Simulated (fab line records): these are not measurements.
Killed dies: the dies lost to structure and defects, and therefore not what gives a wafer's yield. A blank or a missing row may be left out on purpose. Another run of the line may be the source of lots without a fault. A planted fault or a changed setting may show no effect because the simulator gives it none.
fab line records	flow n5Finfet
record lots=4	wafers=12	lastDay=17
route steps=1938 shown BEOL_M1@771 BEOL_M4@1111 PASSIVATION@1936
lots untouched by any fault: they come from a run of this same line in which no faults occurred
startH: hours from the record's first day to the start of the lot's first wafer shown	waitH: how many hours have passed since the lot's step before this one	" repeats the value in the row above	L1.1+2: one row covering several wafers at once	- value missing, or start not given	* or withheld: withheld	< > ~ a bound
route shown NAME@n: names a module that has steps shown in the file, with the first one's number in the route	usual: mean/standard deviation taken from wafers without a fault	same: alike in all rows	chamber/n: place in a boat	sites: readings site by site	_std_site: the values' standard deviation	_edge_site: the outer-site mean with the inner-site mean subtracted	radiusMm: how far each site lies from the wafer's centre	mask NAME#n: copy n	behind: tool/chamber where the wafer was last shaped	hold: cause of the lot's hold/its duration in hours/its outcome	device: which transistor (n, p or np) failed to switch	end of line: the route-end tests of the same wafers	for a step that has no rows: nothing shown but its recipe	killed: the dies lost at the first sort to structure and to defects; this is not the yield of the wafer	map: per-die view of a wafer (x killed, . not killed, _ where there is no die)
set.NAME: the run value of the setting; set.NAME@STEP: its run value at that earlier step	model.NAME: the simulator's own value behind a step, which no gauge read
lots at selected steps of the route; one table per step, one row per wafer
services: a tool's chamber out of use, with start hour (startH, from the record's first day; less than 0 if before it), hours out, and reason
## steps
# step N5_BEOL_M1_STRIP_65
# recipe chemistry=N2/H2	tempC=40	n2FlowSccm=200	h2FlowSccm=200	rfFrequencyHz=6e+07
# step N5_BEOL_M1_STRIP_75
# recipe chemistry=N2/H2	tempC=40	n2FlowSccm=200	h2FlowSccm=200	rfFrequencyHz=6e+07
# step N5_BEOL_M1_STRIP_66
# recipe chemistry=CF4	resist=SiARC	powerW=300	biasPowerW=75	pressureMtorr=50	cf4FlowSccm=150	rfFrequencyHz=6e+07
# step N5_BEOL_M1_HM_OPEN_17
# recipe chemistry=Cl2/BCl3	targetDepthA=200	overetchA=60	target=TiN	maskMaterial=SOC	ionEnergyEv=150	pressureMtorr=10	icpW=1000	biasW=126	Cl2_flow_sccm=53.25	bcl3FlowSccm=21.75	Ar_flow_sccm=25
# step N5_BEOL_M1_STRIP_19
# recipe chemistry=O2	powerW=400	tempC=40	pressureMtorr=30	rfFrequencyHz=6e+07	biasPowerW=0	overashFraction=0.2	o2FlowSccm=225
# step N5_BEOL_M1_COAT_67
# recipe resist=SOC	tempC=250	timeS=60	spinRpm=1500	resistThkNm=60
# step N5_BEOL_M1_COAT_68
# recipe resist=SiARC	tempC=220	timeS=60	spinRpm=1500	resistThkNm=12
# step N5_BEOL_M1_COAT_76
# recipe resist=underlayer	tempC=205	timeS=60	spinRpm=1500	resistThkNm=5
# step N5_BEOL_M1_COAT_22
# recipe resist=CAR-EUV	spinRpm=1500	resistThkNm=30
# step N5_BEOL_M1_EBR_24
# recipe solvent=PGMEA	ebrWidthMm=1.5
# step N5_BEOL_M1_SOFTBAKE_23
# recipe tempC=110	timeS=60	resist=CAR-EUV
# step N5_BEOL_M1_EXPOSE_25
# recipe maskId=V0	na=0.33	sourceShape=quasar	sigmaInner=0.2	sigmaOuter=0.8	polarization=unpolarized	defocusNm=5	targetCdNm=24	doseMj=63
# usual exposureDoseMJCm2=62.99/0.064
lot.wafer	tool	chamber	startH	waitH	mask	exposureDoseMJCm2
L969.1	euvScanner-02	0	191.39	-	V0#0	62.94
L969.4	"	0	"	"	V0#0	62.91
L969.6	"	0	"	"	V0#0	62.98
L973.3	euvScanner-01	0	218.58	-	V0#0	63.03
L973.4	"	0	"	"	V0#0	62.96
L973.6	"	0	"	"	V0#0	63.07
L974.2	euvScanner-01	0	230.94	-	V0#0	59.67
L974.5	"	0	"	"	V0#0	59.70
L974.6	"	0	"	"	V0#0	59.75
L976.4	euvScanner-01	0	235.53	-	V0#0	59.54
L976.5	"	0	"	"	V0#0	59.65
L976.6	"	0	"	"	V0#0	59.61
# step N5_BEOL_M1_PEB_26
# recipe pebTempC=100	pebTimeS=60	resist=CAR-EUV
# step N5_BEOL_M1_DEVELOP_27
# recipe developTimeS=30	developer=TMAH	resist=CAR-EUV	rinseLiquid=surfactantRinse	dry=airSpin	devTempC=23
# step N5_BEOL_M1_CD_MEAS_28
# recipe landingEnergyEv=500	detector=seInlens	targetCdYNm=23.3
# usual cdNm=23.96/0.26
lot.wafer	tool	chamber	startH	waitH	cdNm
L969.1	cdSem-01	0	191.54	-	23.80
L969.4	"	0	"	"	23.92
L969.6	"	0	"	"	23.85
L973.3	cdSem-01	0	218.71	-	24.50
L973.4	"	0	"	"	23.88
L973.6	"	0	"	"	24.16
L974.2	cdSem-02	0	231.08	-	22.49
L974.5	"	0	"	"	23.14
L974.6	"	0	"	"	22.92
L976.4	cdSem-03	0	235.65	-	22.70
L976.5	"	0	"	"	22.96
L976.6	"	0	"	"	23.12
# step N5_BEOL_M1_DESCUM_33
# recipe chemistry=O2	timeS=7	sourcePowerW=50	biasPowerW=20	pressureMtorr=20	rfFrequencyHz=2.712e+07	tempC=40	resist=CAR-EUV	o2FlowSccm=225
# step N5_BEOL_M1_ETCH_77
# recipe chemistry=N2/H2	target=underlayer	targetDepthA=65	maskMaterial=CAR-EUV	timeS=5.2	ionEnergyEv=200	pressureMtorr=30	sourceW=840	biasW=150	n2FlowSccm=200	h2FlowSccm=200	ends=cleared
# step N5_BEOL_M1_ETCH_69
# recipe chemistry=CF4	target=SiARC	targetDepthA=156	maskMaterial=CAR-EUV	timeS=26	ionEnergyEv=80	pressureMtorr=40	sourceW=545	biasW=36	Ar_flow_sccm=100	cf4FlowSccm=100	ends=cleared
# step N5_BEOL_M1_ALD_98
# recipe material=SiO2	targetThkA=25	tempC=100	aldPrecursorFamily=BDEAS	aldCoReactant=O2-plasma	pulseTimeS=1	coReactantPulseTimeS=1	purgeTimeS=2	coReactantPurgeTimeS=2	aldCycles=17	pressureTorr=2
# step N5_BEOL_M1_ETCHBACK_99
# recipe chemistry=CHF3	target=SiO2	targetDepthA=50	timeS=10.4	sourceW=215	biasW=47	Ar_flow_sccm=200	CHF3_flow_sccm=12	ionEnergyEv=100	pressureMtorr=30
# step N5_BEOL_M1_ETCH_70
# recipe chemistry=N2/H2	target=SOC	targetDepthA=800	overetchA=160	maskMaterial=SiARC	tempC=40	timeS=120	ionEnergyEv=200	pressureMtorr=30	sourceW=840	biasW=150	n2FlowSccm=200	h2FlowSccm=200
# step N5_BEOL_M1_STRIP_71
# recipe chemistry=N2/H2	tempC=40	n2FlowSccm=200	h2FlowSccm=200	rfFrequencyHz=6e+07
# step N5_BEOL_M1_STRIP_78
# recipe chemistry=N2/H2	tempC=40	n2FlowSccm=200	h2FlowSccm=200	rfFrequencyHz=6e+07
# step N5_BEOL_M1_VIA_ETCH_34
# recipe chemistry=C4F6/O2	targetDepthA=678	maskMaterial=SOC	pressureMtorr=15	ionEnergyEv=250	taperDeg=4	timeS=64.4	sourceW=350	biasW=170	Ar_flow_sccm=300	C4F6_flow_sccm=10	O2_flow_sccm=10
# usual biasW=169.9/0.51	drypumpMotorCurrentA=5.6/0.44	oesProductAu=0.78/0.082	rfFwdPowerW=347.0/1.3	rfVppV=668/14	showerheadPlenumPTorr=2.84/0.07	throttleValvePct=30.88/0.15
lot.wafer	tool	chamber	startH	waitH	biasW	drypumpMotorCurrentA	oesProductAu	rfFwdPowerW	rfHoursCounterH	rfVppV	showerheadPlenumPTorr	throttleValvePct	model.BEOL_M1.cdNm
L969.1	rieDiel-03	0	195.99	0.0	170.2	5.5	0.85	347.7	61	662	2.77	30.89	17.8
L969.4	"	3	"	"	170.6	5.6	0.77	347.1	-	690	2.95	31.03	18.2
L969.6	"	0	"	"	169.5	5.5	0.86	347.7	-	661	2.77	30.87	18
L973.3	rieDiel-05	2	219.42	0.0	169.7	5.3	0.72	345.8	187	647	2.83	30.69	18.2
L973.4	"	3	"	"	170.1	5.8	0.75	346.9	173	677	2.81	30.63	17.8
L973.6	"	1	"	"	169.6	5.6	0.70	343.5	-	656	2.80	30.64	17.6
L974.2	rieDiel-03	1	233.64	0.0	169.8	5.1	0.75	347.5	168	679	2.83	30.90	17
L974.5	"	3	"	"	170.0	5.6	0.76	346.1	-	687	2.95	31.02	17.2
L974.6	"	2	"	"	170.3	5.1	0.96	347.3	-	668	2.91	30.60	16.8
L976.4	rieDiel-03	0	239.71	0.0	170.3	5.5	0.84	346.1	-	661	2.77	30.89	17
L976.5	"	3	"	"	169.5	5.6	0.76	346.1	-	689	2.95	31.04	16.8
L976.6	"	2	"	"	168.7	5.1	0.95	348.0	-	668	2.91	30.59	17.4
# step N5_BEOL_M1_STRIP_83
# recipe chemistry=C4F6/O2	resist=SiARC	rfFrequencyHz=6e+07
# step N5_BEOL_M4_RC_MEAS_101
# usual DIBL_N=36.2/1.6	DIBL_P=36.1/2	IOFF_N=0.16/0.032	IOFF_P=0.22/0.036	ION_N=672/11	ION_P=463/7.5	SS_N=71.4/0.58	SS_P=73.2/0.67	VT_N=250/3.3	VT_P=-250/3.3
lot.wafer	tool	chamber	startH	waitH	DIBL_N[mV/V]	DIBL_P[mV/V]	IOFF_N[nA/um]	IOFF_P[nA/um]	ION_N[uA/um]	ION_P[uA/um]	SS_N[mV/dec]	SS_P[mV/dec]	VT_N[mV]	VT_P[mV]
L969.1	prober-01	0	237.90	0.0	36.6	37.0	0.17	0.26	681	470	71.9	73.4	249	-245
L969.4	"	0	"	"	37.8	38.8	0.20	0.30	680	472	71.7	73.8	244	-244
L969.6	"	0	"	"	37.1	37.5	0.19	0.28	683	477	72.1	72.7	246	-242
L973.3	prober-02	0	270.54	0.3	38.1	39.2	0.21	0.26	676	460	71.8	74.0	244	-247
L973.4	"	0	"	"	38.1	38.5	0.19	0.26	684	460	72.0	73.7	248	-246
L973.6	"	0	"	"	38.0	38.3	0.22	0.26	690	469	71.6	74.0	242	-244
L974.2	prober-02	0	276.62	0.2	35.3	34.4	0.14	0.20	664	457	71.7	73.3	253	-251
L974.5	"	0	"	"	34.2	34.1	0.13	0.19	665	459	70.5	73.0	256	-251
L974.6	"	0	"	"	32.5	30.8	0.11	0.15	664	451	70.6	71.6	254	-253
L976.4	prober-02	0	286.61	0.5	35.9	37.0	0.17	0.26	681	466	71.5	73.2	247	-246
L976.5	"	0	"	"	33.8	34.1	0.13	0.22	665	465	71.0	72.9	252	-248
L976.6	"	0	"	"	34.6	34.7	0.16	0.22	689	476	71.1	72.6	249	-248
# step N5_PASSIVATION_PROBE_49
# usual defectLimitedYield=91.4/1.3	killed_at_M0_to_M3=34/10	killed_at_M4_up=14/5.6	killedAtContacts=13/5.9	killedAtFrontEnd=37/9.9	killedAtOther=3.5/2.8	killedDies=101/15	killedOpen=67/12	killedShort=32/6.6	sort_bin_5_function=5.0/0.81	sort_bin_6_memory=3.2/0.66	sortNPass=1079/15	sortYieldPct=91.4/1.3
# same grossDies=1180	killedAtBackSide=0	sort_bin_4_leakage[%]=0	sort_bin_8_speed[%]=0
lot.wafer	tool	chamber	startH	waitH	defectLimitedYield[%]	killed_at_M0_to_M3	killed_at_M4_up	killedAtContacts	killedAtFrontEnd	killedAtOther	killedDies	killedOpen	killedShort	sort_bin_5_function[%]	sort_bin_6_memory[%]	sortNPass	sortYieldPct[%]
L974.2	prober-01	-	376.62	0.1	91.8	37	8	14	35	3	97	55	41	5.1	2.5	1083	91.8
L976.6	prober-01	-	396.10	0.3	92.7	30	7	3	38	8	86	62	24	3.9	3.0	1094	92.7
# killed by level:class
L974.2 BEOL_M0_SAQP:geometricParticle:short=12 MOL_CONTACT_COAG:geometricParticle:open=10 FIN_SAQP:geometricParticle:short=8 GATE_CUT:geometricParticle:short=6 BEOL_M2:geometricParticle:open=6 BEOL_M0_SAQP:geometricParticle:open=5 BEOL_M1:geometricParticle:open=5 FIN_SAQP:geometricParticle:open=4
L976.6 DUMMY_GATE:geometricParticle:open=12 BEOL_M2:geometricParticle:open=12 FIN_SAQP:geometricParticle:open=6 GATE_CUT:geometricParticle:open=6 BEOL_M0_SAQP:geometricParticle:short=6 BEOL_M1:geometricParticle:open=5 STARTING-WAFER:geometricParticle:short=5 BEOL_M0_SAQP:geometricParticle:open=4
## services
tool	chamber	startH	hours	kind
euvScanner-02	-	171.62	4.6	pm
euvScanner-01	0	173.87	-	calibration
rieDiel-03	2	186.93	-	clean
rieDiel-03	2	186.93	-	consumableReplace:focusRing
rieDiel-03	2	186.93	16.4	scheduledDown
rieDiel-03	2	186.93	16.4	ventCycle
euvScanner-02	-	187.13	0.9	repair
rieDiel-03	1	194.09	2.4	repair
euvScanner-02	0	205.67	-	calibration
euvScanner-01	-	207.90	1.0	pm
euvScanner-02	-	221.79	1.0	pm
euvScanner-02	-	236.83	17.3	pm
rieDiel-03	1	238.76	4.5	repair
## key
firstSign step=N5_BEOL_M1_EXPOSE_25	reading=exposureDoseMJCm2	direction=down	sigmas=52	usual=62.99	struck=59.65
effect step=N5_BEOL_M1_CD_MEAS_28	reading=cdNm	direction=down	sigmas=4.1	usual=23.96	struck=22.89
modelEffect step=N5_BEOL_M1_VIA_ETCH_34	value=BEOL_M1.cdNm	without=18.03	struck=17.03
metAt N5_BEOL_M1_EXPOSE_25
struckWafers L974.2,L974.5,L974.6,L976.4,L976.5,L976.6
onsetBetween 218.58 230.94
fault kind=processParameterDrift	tool=euvScanner-01	chamber=-	onsetH=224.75	steps=N5_BEOL_M1_EXPOSE_25	channel=doseMj	offset=-3.3318	shape=step	actsIn=theseRecipesOnly	stated=63
